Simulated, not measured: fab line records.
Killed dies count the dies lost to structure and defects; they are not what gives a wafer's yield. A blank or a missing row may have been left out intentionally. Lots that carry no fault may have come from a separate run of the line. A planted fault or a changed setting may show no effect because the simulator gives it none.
The tool behind it: which one?    flow nand-harc    36 wafers from 12 lots sampled at 5 of the route's 1159 steps

WHAT THE GAUGES SHOWED, per wafer
NHARC_P_STI_INSPECT_25. Usual: 213 for raw-defect-count, sd 75.
lot   measured     on                 raw-defect-count  flag
L456  day 3 17:54  defect-inspect-02  278 253 295       
L457  day 3 17:54  defect-inspect-01  526 182 203       
L458  day 4 09:36  defect-inspect-02  118 112 140       
L459  day 4 09:37  defect-inspect-01  179 259 267       
L461  day 5 01:02  defect-inspect-01  386 262 203       
L465  day 5 22:09  defect-inspect-01  123 377 155       
L471  day 7 13:49  defect-inspect-02  193 163 214       
L472  day 7 13:49  defect-inspect-01  191 291 96        
L475  day 8 07:38  defect-inspect-02  155 229 219       
L476  day 8 19:02  defect-inspect-02  218 155 179       
L477  day 8 19:02  defect-inspect-02  115 224 196       
L479  day 9 05:54  defect-inspect-02  158 251 231       

NHARC_END_SORT_01. Usual: killed-at-array 25, standard deviation 10; killed-at-other 0.6, standard deviation 0.91; killed-at-periphery 3.6, standard deviation 2.9; killed-dies 29, standard deviation 10; killed-open 3.3, standard deviation 2; killed-short 1.9, standard deviation 1.5.
lot   measured      on         killed-at-array  killed-at-other  killed-at-periphery  killed-dies  killed-open  killed-short  flag
L465  day 21 19:27  prober-02  18 17 16         0 0 0            12 5 8               30 22 24     4 2 3        2 1 1         
L472  day 23 04:22  prober-01  13 13 15         0 0 0            10 10 11             23 23 26     1 1 2        0 2 3         

WHAT TOOL EACH LOT RAN ON (gives the tool, then ch and the chambers of the sampled wafers, and finally the start)
lot   NHARC_P_STI_ETCH_42                NHARC_P_GATE_DESCUM_48              NHARC_P_GATE_STRIP_67
L456  rie-diel-09 ch 2,3, day 2 08:54    rie-diel-11 ch 0,2, day 5 04:08     wet-bench-01 ch 3,4,7, day 5 11:10
L457  rie-diel-04 ch 0,2,3, day 2 18:23  rie-diel-12 ch 1,2,3, day 5 06:03   wet-bench-07 ch 0,1,6, day 5 13:43
L458  rie-diel-04 ch 0,1, day 3 01:50    rie-diel-11 ch 0,2,3, day 5 19:53   wet-bench-07 ch 1,2,3, day 6 01:44
L459  rie-diel-09 ch 0,1,3, day 3 01:53  rie-diel-03 ch 0,2,3, day 5 20:02   wet-bench-02 ch 2,5,6, day 6 02:31
L461  rie-diel-01 ch 0,3, day 3 18:26    rie-diel-11 ch 0,1,3, day 6 13:25   wet-bench-07 ch 0,2,5, day 6 19:46
L465  rie-diel-09 ch 1,2,3, day 4 20:59  rie-diel-11 ch 1,3, day 7 08:27     wet-bench-01 ch 0,3,4, day 7 14:38
L471  rie-diel-09 ch 0,1,2, day 6 09:26  rie-diel-12 ch 0,3, day 9 02:33     wet-bench-07 ch 0,1,4, day 9 08:40
L472  rie-diel-01 ch 2,3, day 6 09:34    rie-diel-12 ch 0,2, day 9 02:41     wet-bench-02 ch 0,1,2, day 9 08:55
L475  rie-diel-04 ch 0,2, day 7 05:17    rie-diel-03 ch 0,2, day 9 18:05     wet-bench-02 ch 2,3,4, day 10 00:05
L476  rie-diel-01 ch 1,2, day 7 11:13    rie-diel-11 ch 0,3, day 10 08:28    wet-bench-01 ch 3,4,7, day 10 14:45
L477  rie-diel-04 ch 1,2, day 7 17:11    rie-diel-12 ch 0,1,3, day 10 08:06  wet-bench-01 ch 0,5,6, day 10 13:54
L479  rie-diel-01 ch 1,2,3, day 8 05:31  rie-diel-12 ch 0,1,2, day 10 17:43  wet-bench-01 ch 2,3,7, day 10 23:44
- NHARC_P_STI_ETCH_42: etches the open film in N2/H2, target depth 80 nm, overetch 24 nm, time 61 s.
- NHARC_P_GATE_DESCUM_48: chemistry O2, time 3 s.
- NHARC_P_GATE_STRIP_67: strips in SPM, time 600 s.

WHAT THE TOOLS THEMSELVES READ (means of the sampled wafers that have a number; where no wafer has one, the mark that the record gives instead)
NHARC_P_STI_ETCH_42. Usual: drypump-motor-current-A 5.8 A, standard deviation 0.45; mfc-ar-sccm 0.006 sccm, standard deviation 0.0089; oes-product-au 0.999 a.u., standard deviation 0.012; rf-vpp-V 430.4 V, standard deviation 2.8; showerhead-plenum-p-Torr 2.04 Torr, standard deviation 0.095; throttle-valve-pct 14.172 %, standard deviation 0.0092.
lot   tool         drypump-motor-current-A (A)  mfc-ar-sccm (sccm)  oes-product-au (a.u.)  rf-vpp-V (V)  showerhead-plenum-p-Torr (Torr)  throttle-valve-pct (%)  flag
L456  rie-diel-09  5.9                          0.001               0.997                  432.5         2.11                             14.168                  
L457  rie-diel-04  5.8                          0.011               1.003                  428.9         2.00                             14.167                  
L458  rie-diel-04  6.0                          0.008               0.996                  427.5         1.93                             14.174                  
L459  rie-diel-09  5.4                          0.009               0.985                  431.1         2.08                             14.179                  
L461  rie-diel-01  6.1                          0.002               1.010                  431.8         2.10                             14.182                  
L465  rie-diel-09  5.6                          0.010               0.986                  434.0         2.12                             14.174                  
L471  rie-diel-09  5.4                          0.010               0.994                  433.8         2.15                             14.177                  
L472  rie-diel-01  6.0                          0.005               0.997                  427.8         1.94                             14.164                  
L475  rie-diel-04  5.7                          0.015               1.009                  429.0         1.98                             14.180                  
L476  rie-diel-01  5.4                          0.001               1.000                  430.4         2.04                             14.163                  
L477  rie-diel-04  5.8                          0.007               0.997                  430.0         2.00                             14.170                  
L479  rie-diel-01  5.7                          0.003               1.000                  428.4         1.99                             14.174                  

NHARC_P_GATE_DESCUM_48. Usual: drypump-motor-current-A 5.9 A, standard deviation 0.39; mfc-ar-sccm 0.009 sccm, standard deviation 0.013; oes-product-au 0.995 a.u., standard deviation 0.013; rf-vpp-V 57.7 V, standard deviation 0.91; showerhead-plenum-p-Torr 1.91 Torr, standard deviation 0.11; throttle-valve-pct 11.312 %, standard deviation 0.0089.
lot   tool         drypump-motor-current-A (A)  mfc-ar-sccm (sccm)  oes-product-au (a.u.)  rf-vpp-V (V)  showerhead-plenum-p-Torr (Torr)  throttle-valve-pct (%)  flag
L456  rie-diel-11  5.9                          0.010               1.003                  56.7          1.82                             11.316                  
L457  rie-diel-12  5.6                          0.014               0.995                  57.7          1.87                             11.319                  
L458  rie-diel-11  6.2                          0.005               1.004                  57.8          1.81                             11.303                  
L459  rie-diel-03  6.0                          0.009               0.974                  57.5          1.94                             11.309                  
L461  rie-diel-11  6.0                          0.005               1.001                  57.7          1.91                             11.308                  
L465  rie-diel-11  6.0                          0.000               0.995                  58.3          1.98                             11.309                  
L471  rie-diel-12  5.7                          0.004               0.997                  57.7          1.99                             11.310                  
L472  rie-diel-12  5.8                          0.007               0.994                  57.7          1.94                             11.306                  
L475  rie-diel-03  5.6                          0.016               0.996                  57.7          1.98                             11.307                  
L476  rie-diel-11  6.1                          0.010               0.994                  57.5          1.81                             11.305                  
L477  rie-diel-12  5.9                          0.018               1.001                  57.8          2.02                             11.306                  
L479  rie-diel-12  5.8                          0.018               0.986                  58.6          1.96                             11.303                  

NHARC_P_GATE_STRIP_67. Usual: bath-guard-temp-C 130.1 C, standard deviation 0.49; run-length-s 603.0 s, standard deviation 0.85.
lot   tool          bath-guard-temp-C (C)  run-length-s (s)  flag
L456  wet-bench-01  130.0                  602.4             
L457  wet-bench-07  130.2                  602.3             
L458  wet-bench-07  130.6                  603.0             
L459  wet-bench-02  129.7                  603.3             
L461  wet-bench-07  130.6                  602.6             
L465  wet-bench-01  129.9                  602.6             
L471  wet-bench-07  130.5                  468.0             OFF
L472  wet-bench-02  129.4                  603.5             
L475  wet-bench-02  129.9                  603.0             
L476  wet-bench-01  129.9                  602.9             
L477  wet-bench-01  130.0                  603.0             
L479  wet-bench-01  130.0                  602.6             

THE ANSWER, worked out from the rows above alone
Rule: a lot counts as off when the mean over its wafers that have a number is more than 3 standard deviations away from the usual mean. Also off: a lot with no number at a reading for which 4 or more lots have one. The other lots that the step has rows for count as sound. After the gauges, taken in route order, come the tools' own readings; for these a lot's mean is taken, as printed above. The first step at which some lot is off is used, and at that step the reading that is off furthest; a lot without a number counts as furthest.
Off at NHARC_P_GATE_STRIP_67 (run-length-s): L471.
A tool fits if, at that step or a process step before it, it ran every lot that is off, and no sound lot after the first of them. Can't be told from this: 2 tools fit, rie-diel-09 at NHARC_P_STI_ETCH_42, wet-bench-07 at NHARC_P_GATE_STRIP_67.

WHAT THE SIMULATOR PUT IN
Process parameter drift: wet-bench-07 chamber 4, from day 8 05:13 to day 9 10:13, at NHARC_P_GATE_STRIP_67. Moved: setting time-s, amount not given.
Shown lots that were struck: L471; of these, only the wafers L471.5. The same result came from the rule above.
